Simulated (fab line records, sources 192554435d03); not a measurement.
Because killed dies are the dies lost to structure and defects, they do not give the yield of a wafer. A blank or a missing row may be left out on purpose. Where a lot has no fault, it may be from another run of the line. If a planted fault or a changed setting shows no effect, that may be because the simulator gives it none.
fab line records | flow n5-finfet | part 1 of 2: steps 1 to 17 of 26
[record] lots = 5 wafers = 15 last-day = 16
route steps=1938 shown BEOL_M0_CUTY@703 BEOL_M0@715
lots untouched by any fault: they come from a run of this same line in which no faults occurred
start-h: hours from the record's opening day to when the first of the lot's shown wafers began | wait-h: hours since the lot's step before | " repeats the value in the row above | L1.1+2: one row covering several wafers at once | - value missing, or start not given | * or withheld: withheld | < > ~ a bound
route shown NAME@n: NAME is a module with steps in the file, n the number in the route of the first one | usual: average and standard deviation across the fault-free wafers | same: alike in all rows | chamber/n: place in a boat | sites: the reading at each site | _std_site: the standard deviation of these | _edge_site: mean of outer sites minus mean of inner sites | radius-mm: how far each site lies from the wafer's centre | mask NAME#n: copy n | behind: the last tool/chamber to shape the wafer | hold: why the lot went on hold/how many hours it stayed there/how the hold came to an end | device: the n, p or np transistor that did not switch | end of line: at the end of the route, the tests of the same wafers | for a step that has no rows: nothing shown but its recipe | killed: at the first sort, the dies lost to defects and structure; wafer yield is something else | map: per-die view of a wafer (x killed, . not killed, _ where there is no die)
set.NAME: setting as actually run; set.NAME@STEP: the setting as run at that earlier step | model.NAME: the simulator's own value behind a step, which no gauge read
lots at selected steps of the route; one table per step, one row per wafer
services: from which hour (start-h, from the record's first day; less than 0 if before it) a tool's chamber was out of use, for how many hours, and why
[[steps]]
[step N5_BEOL_M0_CUTY_EBR_52]
[recipe] solvent = PGMEA ebr-width-mm = 1.5
[usual] exhaust-pa = 44.9/1
// columns lot.wafer tool chamber start-h wait-h exhaust-pa
L074.2 litho-track-01 0 - - 45.4
L074.3 " 0 " " 46.1
L074.4 " 0 " " 45.8
L077.3 litho-track-02 0 - - 45.8
L077.4 " 0 " " 46.5
L077.5 " 0 " " 44.6
L084.3 litho-track-02 0 - - 43.3
L084.5 " 0 " " 43.5
L084.6 " 0 " " 44.3
L089.2 litho-track-02 0 - - 43.4
L089.3 " 0 " " 44.4
L089.5 " 0 " " 44.9
L091.1 litho-track-05 0 - - 46.0
L091.2 " 0 " " 45.7
L091.5 " 0 " " 45.0
[step N5_BEOL_M0_CUTY_SOFTBAKE_53]
[recipe] temp-c = 110 time-s = 60 resist = CAR-ArF-block
[usual] exhaust-pa = 45.0/0.94
// columns lot.wafer tool chamber start-h wait-h exhaust-pa
L074.2 litho-track-01 0 - - 44.0
L074.3 " 0 " " 43.4
L074.4 " 0 " " 43.8
L077.3 litho-track-02 0 - - 46.0
L077.4 " 0 " " 45.3
L077.5 " 0 " " 45.8
L084.3 litho-track-02 0 - - 45.7
L084.5 " 0 " " 45.2
L084.6 " 0 " " 43.2
L089.2 litho-track-02 0 - - 46.0
L089.3 " 0 " " 46.3
L089.5 " 0 " " 45.5
L091.1 litho-track-05 0 - - 44.8
L091.2 " 0 " " 46.1
L091.5 " 0 " " 44.7
[step N5_BEOL_M0_CUTY_EXPOSE_54]
[recipe] mask-id = M0_ABLK na = 1.35 source-shape = conventional sigma-outer = 0.8 polarization = unpolarized dose-mj = 36
// columns lot.wafer tool chamber start-h wait-h mask
L074.2+3+4 arfi-scanner-02 0 112.90 - M0_ABLK#0
L077.3+4+5 arfi-scanner-01 0 130.22 - M0_ABLK#0
L084.3+5+6 arfi-scanner-02 0 170.41 - M0_ABLK#0
L089.2+3+5 arfi-scanner-01 0 209.10 - M0_ABLK#0
L091.1+2+5 arfi-scanner-02 0 222.84 - M0_ABLK#0
[step N5_BEOL_M0_CUTY_PEB_55]
[recipe] peb-temp-c = 110 peb-time-s = 60 resist = CAR-ArF-block
[usual] exhaust-pa = 45.1/0.93
// columns lot.wafer tool chamber start-h wait-h exhaust-pa
L074.2 litho-track-02 0 112.96 0.0 46.1
L074.3 " 0 " " 44.6
L074.4 " 0 " " 44.9
L077.3 litho-track-02 0 130.26 0.0 46.8
L077.4 " 0 " " 46.1
L077.5 " 0 " " 47.5
L084.3 litho-track-05 0 170.46 0.0 44.6
L084.5 " 0 " " 44.7
L084.6 " 0 " " 45.2
L089.2 litho-track-02 0 209.15 0.0 45.0
L089.3 " 0 " " 46.5
L089.5 " 0 " " 45.0
L091.1 litho-track-05 0 222.90 0.1 45.7
L091.2 " 0 " " 45.3
L091.5 " 0 " " 45.3
[step N5_BEOL_M0_CUTY_DEVELOP_56]
[recipe] develop-time-s = 30 developer = TMAH resist = CAR-ArF-block rinse-liquid = diw dry = air-spin dev-temp-c = 23
[usual] exhaust-pa = 45.1/1
// columns lot.wafer tool chamber start-h wait-h exhaust-pa
L074.2 litho-track-02 0 - - 46.3
L074.3 " 0 " " 45.6
L074.4 " 0 " " 43.7
L077.3 litho-track-02 0 - - 45.3
L077.4 " 0 " " 43.9
L077.5 " 0 " " 43.3
L084.3 litho-track-05 0 - - 45.4
L084.5 " 0 " " 45.3
L084.6 " 0 " " 47.0
L089.2 litho-track-02 0 - - 44.2
L089.3 " 0 " " 44.0
L089.5 " 0 " " 44.6
L091.1 litho-track-05 0 - - 44.5
L091.2 " 0 " " 44.3
L091.5 " 0 " " 44.6
[step N5_BEOL_M0_CUTY_CD_MEAS_57]
[recipe] target-cd-nm = 200 landing-energy-ev = 500 detector = se-inlens polarity = line
[usual] cd-nm = 199.6/0.73
// columns lot.wafer tool chamber start-h wait-h cd-nm
L074.2 cd-sem-01 0 113.02 - 200.4
L074.3 " 0 " " 199.9
L074.4 " 0 " " 199.2
L077.3 cd-sem-02 0 130.33 - 199.4
L077.4 " 0 " " 199.7
L077.5 " 0 " " 199.6
L084.3 cd-sem-02 0 170.53 - 198.5
L084.5 " 0 " " 197.7
L084.6 " 0 " " 198.5
L089.2 cd-sem-03 0 209.22 - 200.0
L089.3 " 0 " " 200.3
L089.5 " 0 " " 198.9
L091.1 cd-sem-02 0 222.97 - 199.9
L091.2 " 0 " " 200.1
L091.5 " 0 " " 198.9
[step N5_BEOL_M0_CUTY_OVL_MEAS_58]
[recipe] points-per-wafer = 44
[usual] M0_ABLK_OVL = 0.0/0.82
// columns lot.wafer tool chamber start-h wait-h M0_ABLK_OVL[nm]
L074.2 overlay-02 0 113.05 0.0 0.2
L074.3 " 0 " " 0.3
L074.4 " 0 " " 0.1
L077.3 overlay-02 0 130.36 0.0 0.5
L077.4 " 0 " " -0.2
L077.5 " 0 " " -0.7
L084.3 overlay-02 0 170.55 0.0 -1.3
L084.5 " 0 " " -1.4
L084.6 " 0 " " -0.7
L089.2 overlay-01 0 209.25 0.0 1.4
L089.3 " 0 " " 1.2
L089.5 " 0 " " 0.8
L091.1 overlay-01 0 223.00 0.0 0.1
L091.2 " 0 " " 1.2
L091.5 " 0 " " -0.1
[step N5_BEOL_M0_CUTY_INSPECT_59]
[recipe] mode = adi inspect-instrument = macro
[usual] raw-defect-count = 2.1/1.4
// columns lot.wafer tool chamber start-h wait-h raw-defect-count
L074.2 defect-inspect-01 - 113.08 0.0 3
L074.3 " - " " 2
L074.4 " - " " 3
L077.3 defect-inspect-01 - 130.38 0.0 2
L077.4 " - " " 5
L077.5 " - " " 2
L084.3 defect-inspect-01 - 170.58 0.0 1
L084.5 " - " " 1
L084.6 " - " " 4
L089.2 defect-inspect-02 - 209.27 0.0 2
L089.3 " - " " 1
L089.5 " - " " 1
L091.1 defect-inspect-02 - 223.02 0.0 3
L091.2 " - " " 5
L091.5 " - " " 2
[step N5_BEOL_M0_CUTY_DESCUM_61]
[recipe] chemistry = O2 time-s = 7.9 source-power-w = 50 bias-power-w = 20 pressure-mtorr = 20 rf-frequency-hz = 2.712e+07 temp-c = 40 resist = CAR-ArF-block o2-flow-sccm = 225
[usual] drypump-motor-current-A = 5.5/0.43 oes-product-au = 0.81/0.095 rf-vpp-V = 243.2/1.2 showerhead-plenum-p-Torr = 2.10/0.068 throttle-valve-pct = 20.56/0.26
// columns lot.wafer tool chamber start-h wait-h drypump-motor-current-A oes-product-au rf-hours-counter-h rf-vpp-V showerhead-plenum-p-Torr throttle-valve-pct
L074.2 rie-diel-02 2 113.33 0.3 5.0 0.73 154 242.0 2.00 20.74
L074.3 " 3 " " 5.0 0.75 136 244.0 2.11 20.46
L074.4 " 0 " " 5.6 0.76 152 243.0 2.10 20.75
L077.3 rie-diel-01 1 130.42 0.0 6.1 0.79 96 241.7 2.02 20.64
L077.4 " 3 " " 6.2 0.84 - 245.6 2.22 20.84
L077.5 " 2 " " 5.6 0.97 - 243.8 2.24 20.00
L084.3 rie-diel-02 2 170.61 0.0 5.0 0.72 176 241.4 2.00 20.77
L084.5 " 0 " " 5.6 0.76 - 242.1 2.09 20.77
L084.6 " 1 " " 5.4 0.93 - 240.6 2.05 20.16
L089.2 rie-diel-02 3 209.40 0.1 4.9 0.73 171 242.0 2.10 20.52
L089.3 " 2 " " 5.0 0.71 189 242.8 1.99 20.81
L089.5 " 3 " " 5.0 0.73 - 243.1 2.09 20.50
L091.1 rie-diel-04 1 223.69 0.7 4.7 0.68 248 243.5 2.05 20.62
L091.2 " 2 " " 5.6 0.90 35 245.4 2.14 20.72
L091.5 " 0 " " 5.5 0.88 - 244.1 2.12 20.54
[step N5_BEOL_M0_CUTY_ETCH_62]
[recipe] chemistry = CF4 target = SiARC mask-material = CAR-ArF-block time-s = 58.5 ion-energy-ev = 80 pressure-mtorr = 40 source-w = 545 bias-w = 36 Ar_flow_sccm = 100 cf4-flow-sccm = 100 ends = cleared
[usual] drypump-motor-current-A = 5.5/0.43 etch-rf-on-time-s = 58.1/0.94 oes-product-au = 0.70/0.081 rf-vpp-V = 184.1/1.2 showerhead-plenum-p-Torr = 2.15/0.061 throttle-valve-pct = 15.70/0.25
// columns lot.wafer tool chamber start-h wait-h drypump-motor-current-A etch-rf-on-time-s oes-product-au rf-hours-counter-h rf-vpp-V showerhead-plenum-p-Torr throttle-valve-pct
L074.2 rie-diel-02 2 113.37 0.0 5.0 58.8 0.63 154 183.6 2.06 15.90
L074.3 " 3 " " 4.9 58.8 0.64 136 183.8 2.15 15.61
L074.4 " 0 " " 5.6 59.0 0.65 152 184.4 2.14 15.87
L077.3 rie-diel-01 1 130.45 0.0 6.1 57.4 0.69 96 182.3 2.08 15.82
L077.4 " 3 " " 6.2 57.1 0.72 - 184.0 2.25 15.86
L077.5 " 2 " " 5.6 58.1 0.82 - 185.7 2.27 15.12
L084.3 rie-diel-02 2 170.65 0.0 5.0 58.4 0.62 177 183.5 2.05 15.93
L084.5 " 0 " " 5.6 59.0 0.64 - 183.0 2.14 15.90
L084.6 " 1 " " 5.3 58.6 0.79 - 184.0 2.10 15.34
L089.2 rie-diel-02 3 209.44 0.0 4.9 58.4 0.63 171 183.9 2.14 15.67
L089.3 " 2 " " 5.0 58.1 0.61 189 182.8 2.04 15.95
L089.5 " 3 " " 4.9 58.7 0.63 - 184.7 2.14 15.69
L091.1 rie-diel-04 1 223.72 0.0 4.7 59.3 0.58 248 183.2 2.11 15.95
L091.2 " 2 " " 5.7 57.8 0.76 35 184.0 2.18 15.76
L091.5 " 0 " " 5.5 56.4 0.77 - 184.2 2.18 15.70
[step N5_BEOL_M0_CUTY_ETCH_63]
[recipe] chemistry = N2/H2 target = SOC target-depth-a = 827 overetch-a = 165 mask-material = SiARC temp-c = 40 ion-energy-ev = 200 time-s = 124 pressure-mtorr = 30 source-w = 840 bias-w = 150 n2-flow-sccm = 200 h2-flow-sccm = 200
[usual] drypump-motor-current-A = 5.5/0.43 n2-flow-sccm = 200.0/0.59 oes-product-au = 0.67/0.073 rf-vpp-V = 524.1/2.3 showerhead-plenum-p-Torr = 2.55/0.081 throttle-valve-pct = 17.89/0.28
// columns lot.wafer tool chamber start-h wait-h drypump-motor-current-A n2-flow-sccm oes-product-au rf-hours-counter-h rf-vpp-V showerhead-plenum-p-Torr throttle-valve-pct
L074.2 rie-diel-02 2 113.42 0.0 5.1 200.3 0.60 155 520.7 2.44 18.10
L074.3 " 3 " " 4.9 199.7 0.62 136 522.7 2.55 17.87
L074.4 " 0 " " 5.6 199.5 0.63 153 523.9 2.53 17.95
L077.3 rie-diel-01 1 130.50 0.0 6.1 199.7 0.64 96 522.2 2.46 18.00
L077.4 " 3 " " 6.3 200.0 0.68 - 527.6 2.68 18.23
L077.5 " 2 " " 5.6 200.0 0.79 - 529.0 2.71 17.26
L084.3 rie-diel-02 2 170.69 0.0 5.0 200.2 0.59 177 521.6 2.43 18.14
L084.5 " 0 " " 5.6 200.4 0.61 - 523.8 2.52 17.97
L084.6 " 1 " " 5.3 200.1 0.75 - 522.8 2.49 17.42
L089.2 rie-diel-02 3 209.48 0.0 4.9 199.0 0.61 171 523.1 2.54 17.93
L089.3 " 2 " " 5.0 199.4 0.59 189 521.3 2.42 18.15
L089.5 " 3 " " 4.9 199.5 0.60 - 524.6 2.54 17.92
L091.1 rie-diel-04 1 223.77 0.0 4.7 200.9 0.56 248 524.1 2.49 17.94
L091.2 " 2 " " 5.6 199.8 0.72 35 525.1 2.60 18.20
L091.5 " 0 " " 5.5 200.1 0.71 - 526.0 2.58 17.92
[step N5_BEOL_M0_CUTY_STRIP_64]
[recipe] chemistry = N2/H2 temp-c = 40 n2-flow-sccm = 200 h2-flow-sccm = 200 rf-frequency-hz = 6e+07
// columns lot.wafer tool chamber start-h wait-h
L074.2+3+4 rie-diel-02 2,3,0 113.53 0.1
L077.3+4+5 rie-diel-01 1,3,2 130.61 0.1
L084.3+5+6 rie-diel-02 2,0,1 170.81 0.1
L089.2+3+5 rie-diel-02 3,2,3 209.60 0.1
L091.1+2+5 rie-diel-04 1,2,0 223.88 0.1
[step N5_BEOL_M0_ETCH_138]
[recipe] chemistry = CH3F/O2 target-depth-a = 120 target = SiCN time-s = 31.6 ion-energy-ev = 120 pressure-mtorr = 30 source-w = 395 bias-w = 75 Ar_flow_sccm = 150 CH3F_flow_sccm = 30 O2_flow_sccm = 20 ends = cleared
[usual] CH3F_flow_sccm = 30.00/0.09 drypump-motor-current-A = 5.5/0.43 etch-rf-on-time-s = 29.1/0.85 oes-product-au = 0.70/0.081 rf-vpp-V = 297.5/1.6 showerhead-plenum-p-Torr = 2.01/0.06 throttle-valve-pct = 16.41/0.25
// columns lot.wafer tool chamber start-h wait-h CH3F_flow_sccm drypump-motor-current-A etch-rf-on-time-s oes-product-au rf-hours-counter-h rf-vpp-V showerhead-plenum-p-Torr throttle-valve-pct
L074.2 rie-diel-02 2 113.54 0.0 29.96 5.0 29.0 0.63 155 296.2 1.92 16.62
L074.3 " 3 " " 30.04 4.9 29.2 0.65 136 298.0 2.01 16.31
L074.4 " 0 " " 29.99 5.6 30.3 0.65 153 295.7 2.00 16.59
L077.3 rie-diel-01 1 130.62 0.0 29.91 6.1 29.2 0.68 96 294.5 1.93 16.52
L077.4 " 3 " " 29.99 6.2 27.9 0.72 - 300.0 2.11 16.61
L077.5 " 2 " " 29.99 5.6 28.3 0.83 - 298.8 2.13 15.81
L084.3 rie-diel-02 2 170.82 0.0 30.05 5.0 29.8 0.61 177 297.5 1.91 16.68
L084.5 " 0 " " 30.01 5.6 30.3 0.64 - 297.3 2.00 16.62
L084.6 " 1 " " 30.03 5.4 30.4 0.79 - 297.5 1.96 16.07
L089.2 rie-diel-02 3 209.61 0.0 30.05 4.9 29.6 0.62 171 298.2 2.00 16.37
L089.3 " 2 " " 30.01 5.0 29.3 0.60 189 294.8 1.91 16.71
L089.5 " 3 " " 30.07 4.9 30.4 0.62 - 297.4 2.00 16.38
L091.1 rie-diel-04 1 223.89 0.0 30.03 4.7 29.5 0.58 248 296.9 1.97 16.60
L091.2 " 2 " " 30.05 5.7 28.5 0.76 35 297.1 2.03 16.44
L091.5 " 0 " " 29.99 5.5 28.1 0.76 - 297.3 2.03 16.42
[step N5_BEOL_M0_HM_OPEN_105]
[recipe] chemistry = Cl2/BCl3 target-depth-a = 120 target = TiN ion-energy-ev = 150 pressure-mtorr = 10 icp-w = 1000 bias-w = 126 Cl2_flow_sccm = 53.25 bcl3-flow-sccm = 21.75 Ar_flow_sccm = 25
[usual] drypump-motor-current-A = 6.0/0.47 oes-product-au = 0.81/0.085 throttle-valve-pct = 21.94/0.17
// columns lot.wafer tool chamber start-h wait-h drypump-motor-current-A oes-product-au rf-hours-counter-h throttle-valve-pct
L074.2 rie-metal-03 1 113.66 0.1 5.3 0.58 139 22.48
L074.3 " 1 " " 5.3 0.58 - 22.50
L074.4 " 0 " " 6.2 0.79 - 21.85
L077.3 rie-metal-03 0 131.83 1.2 6.2 0.78 - 21.85
L077.4 " 0 " " 6.2 0.78 - 21.87
L077.5 " 0 " " 6.2 0.79 - 21.86
L084.3 rie-metal-01 1 173.34 2.5 5.6 0.81 - 21.92
L084.5 " 1 " " 5.6 0.81 - 21.93
L084.6 " 1 " " 5.6 0.81 - 21.91
L089.2 rie-metal-03 1 212.71 3.1 5.3 0.93 7 22.03
L089.3 " 0 " " 6.2 0.76 - 21.87
L089.5 " 1 " " 5.3 0.94 - 22.03
L091.1 rie-metal-02 1 226.89 3.0 6.5 0.81 45 21.58
L091.2 " 0 " " 6.6 0.80 40 22.12
L091.5 " 1 " " 6.5 0.80 - 21.60
[step N5_BEOL_M0_STRIP_140]
[recipe] chemistry = CF4 resist = SiARC power-w = 300 bias-power-w = 75 pressure-mtorr = 50 cf4-flow-sccm = 150 rf-frequency-hz = 6e+07
[usual] drypump-motor-current-A = 5.6/0.44 oes-product-au = 0.81/0.082 power-w = 300.0/0.9 rf-vpp-V = 271.5/1.8 showerhead-plenum-p-Torr = 1.81/0.057 throttle-valve-pct = 13.65/0.27
// columns lot.wafer tool chamber start-h wait-h drypump-motor-current-A oes-product-au power-w rf-hours-counter-h rf-vpp-V showerhead-plenum-p-Torr throttle-valve-pct
L074.2 rie-diel-02 0 113.88 0.2 5.6 0.77 300.0 153 271.5 1.79 13.83
L074.3 " 2 " " 5.0 0.72 299.3 155 268.1 1.72 13.86
L074.4 " 3 " " 4.9 0.76 299.2 136 271.4 1.80 13.60
L077.3 rie-diel-02 2 132.05 0.2 5.0 0.73 299.0 163 271.4 1.72 13.85
L077.4 " 3 " " 4.9 0.75 300.7 - 271.5 1.80 13.61
L077.5 " 0 " " 5.6 0.76 300.7 - 272.1 1.79 13.85
L084.3 rie-diel-01 2 173.63 0.2 5.6 0.91 300.4 24 274.0 1.90 13.14
L084.5 " 3 " " 6.2 0.81 298.8 - 273.1 1.87 13.82
L084.6 " 2 " " 5.6 0.91 300.5 - 276.8 1.90 13.12
L089.2 rie-diel-04 0 212.97 0.2 5.5 0.87 299.9 45 272.0 1.82 13.62
L089.3 " 1 " " 4.8 0.68 300.1 243 269.8 1.78 13.96
L089.5 " 2 " " 5.7 0.87 300.8 - 273.3 1.83 13.68
L091.1 rie-diel-01 1 227.06 0.1 6.0 0.74 299.3 134 267.9 1.74 13.88
L091.2 " 0 " " 6.0 0.92 298.5 27 273.0 1.83 13.38
L091.5 " 1 " " 6.1 0.75 299.8 - 270.3 1.74 13.88
[step N5_BEOL_M0_STRIP_104]
[recipe] chemistry = N2/H2 power-w = 450 temp-c = 40 pressure-mtorr = 20 rf-frequency-hz = 6e+07 overash-fraction = 0.3 bias-power-w = 7 h2-frac = 0.5 n2-flow-sccm = 200 h2-flow-sccm = 200
[usual] drypump-motor-current-A = 5.6/0.44 n2-flow-sccm = 200.1/0.61 oes-product-au = 0.82/0.088 power-w = 450.1/1.4 rf-vpp-V = 59.2/1.7 showerhead-plenum-p-Torr = 2.56/0.09 throttle-valve-pct = 23.7/0.39
// columns lot.wafer tool chamber start-h wait-h drypump-motor-current-A n2-flow-sccm oes-product-au power-w rf-hours-counter-h rf-vpp-V showerhead-plenum-p-Torr throttle-valve-pct
L074.2 rie-diel-02 0 113.90 0.0 5.6 200.6 0.77 450.4 153 56.2 2.53 23.6
L074.3 " 2 " " 5.0 199.5 0.73 450.6 155 60.4 2.43 23.9
L074.4 " 3 " " 4.9 199.9 0.76 452.2 136 61.1 2.55 23.8
L077.3 rie-diel-02 2 132.07 0.0 5.0 200.1 0.73 450.0 163 58.8 2.43 23.9
L077.4 " 3 " " 4.9 199.8 0.74 448.6 - 59.8 2.54 23.8
L077.5 " 0 " " 5.6 199.3 0.76 449.4 - 58.8 2.52 23.6
L084.3 rie-diel-01 2 173.65 0.0 5.6 199.4 0.92 450.5 24 62.2 2.70 23.1
L084.5 " 3 " " 6.2 199.8 0.83 450.5 - 61.4 2.67 24.2
L084.6 " 2 " " 5.6 200.7 0.92 452.3 - 60.0 2.70 23.1
L089.2 rie-diel-04 0 212.99 0.0 5.5 200.6 0.89 449.5 45 58.3 2.58 23.8
L089.3 " 1 " " 4.7 200.8 0.68 450.6 243 60.7 2.49 23.6
L089.5 " 2 " " 5.7 200.7 0.91 450.3 - 59.2 2.60 24.3
L091.1 rie-diel-01 1 227.08 0.0 6.1 200.3 0.74 451.1 134 59.2 2.44 23.8
L091.2 " 0 " " 5.9 199.9 0.93 449.7 27 59.5 2.59 23.3
L091.5 " 1 " " 6.1 200.2 0.76 449.9 - 61.8 2.44 23.9
[step N5_BEOL_M0_WET_ETCH_106]
[recipe] chemistry = DHF dilution = 10:1 temp-c = 25 target = SiO2 target-depth-a = 1300 dry = ipa-marangoni rinse-time-s = 30 rinse-temp-c = 23
// columns lot.wafer tool chamber start-h wait-h
L074.2+3+4 wet-bench-02 2,5,1 113.97 -
L077.3+4+5 wet-bench-02 4,7,6 132.14 -
L084.3+5+6 wet-bench-02 6,3,4 173.72 -
L089.2+3+5 wet-bench-06 3,7,1 213.05 -
L091.1+2+5 wet-bench-06 7,1,0 227.15 -
